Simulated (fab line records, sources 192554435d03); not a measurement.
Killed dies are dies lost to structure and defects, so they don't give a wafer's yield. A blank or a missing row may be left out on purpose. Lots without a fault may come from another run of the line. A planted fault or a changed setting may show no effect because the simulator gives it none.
A struck lot beside a sound one | flow n5_finfet | 14 steps out of a route of 1938
Sound: wafers L118.1, L118.2, L118.4. Struck: wafer L127.4. (L127.1 of the same lot was not struck and is left out.) The cause comes at the end.
At each step with rows: each side's tool, then ch and its chambers, then its first start. Under that, the readings that differ: sound wafers | struck wafers | difference of the means | sigmas: that difference in standard deviations of wafers without a fault.
alike: readings whose means differ by less than 2 such deviations, and words and numbers that are the same on both sides. not compared: withheld readings, readings that some wafer has no value for, bounds like >300 that may hide the same value, and numbers for which the record gives no deviation and whose values overlap.
The two part at a step that has a row with sigmas, a row that says differs or no value, or rows on one side only. Numbers that don't overlap but have no deviation are shown without sigmas and don't part them. A reading that every wafer of one side lacks parts them only if that side has two wafers or more.

N5_BEOL_M5_SPUTTER_81: material Cu, target thk 15 nm, time 27.62 s.
  sound on pvd_sputter-02, day 10 06:16; struck on pvd_sputter-03, day 12 16:34
  alike: chuck_sensor_temp_C, throttle_valve_pct
then, 1 step without rows for these wafers: N5_BEOL_M5_ANNEAL_82 (time 1800 s).
N5_BEOL_M5_SPUTTER_83: material Cu, target thk 15 nm, time 27.62 s.
  sound on pvd_sputter-02, day 10 07:21; struck on pvd_sputter-03, day 12 17:38
  alike: chuck_sensor_temp_C, throttle_valve_pct
then, 1 step without rows for these wafers: N5_BEOL_M5_ANNEAL_84 (time 1800 s).
N5_BEOL_M5_SPUTTER_88: material Cu, target thk 15 nm, time 27.62 s.
  sound on pvd_sputter-02, day 10 08:26; struck on pvd_sputter-03, day 12 18:44
  alike: chuck_sensor_temp_C, throttle_valve_pct
N5_BEOL_M5_ANNEAL_89: time 1800 s.
  sound on pvd_sputter-02, day 10 08:31; struck on pvd_sputter-03, day 12 18:49
  alike: heater_power_w
N5_BEOL_M5_SPUTTER_90: material Cu, target thk 4.5 nm, time 8.29 s.
  sound on pvd_sputter-02, day 10 09:31; struck on pvd_sputter-03, day 12 19:49
  alike: chuck_sensor_temp_C, throttle_valve_pct
then, 3 steps without rows for these wafers: N5_BEOL_M5_ECD_50 (material Cu, target thk 300 nm); N5_BEOL_M5_ANNEAL_51 (time 90 s); N5_BEOL_M5_CMP_52 (polishes, stops on SiCOH lowk, t overpolish 6.9 s, target thk 62 nm).
N5_BEOL_M5_THK_MEAS_53: measures by xrf.
  sound on film_metro-02, day 10 10:20; struck on film_metro-02, day 12 20:37
  alike: M5_THK
then, 1 step without rows for these wafers: N5_BEOL_M5_PRE_CLEAN_77 (time 15 s).
N5_BEOL_M5_CO_CAP_78: material Co, precursor CCTBA/H2, target thk 2 nm, time 102.1 s.
  sound on cvd_co-02 ch 1,2, day 10 10:25; struck on cvd_co-02 ch 1, day 12 20:41
  reading                                   | sound             | struck | difference | sigmas
  run_length_s (s)                          | 125.3 124.0 125.6 | 183.8  | +58.8      | +99 or more
  model.Co_of_BEOL_M5_CO_CAP_78.thk_nm (nm) | 2 2 1.8           | 3.2    | +1.3       |
  alike: heater_power_w
then, 1 step without rows for these wafers: N5_BEOL_M5_PRE_CLEAN_55 (time 15 s).

WHERE THEY PART
Only at N5_BEOL_M5_CO_CAP_78, within this record.

WHY: what the simulator had put in
Process parameter drift: cvd_co-02, from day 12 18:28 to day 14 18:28, at N5_BEOL_M5_CO_CAP_78. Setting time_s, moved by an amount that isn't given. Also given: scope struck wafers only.
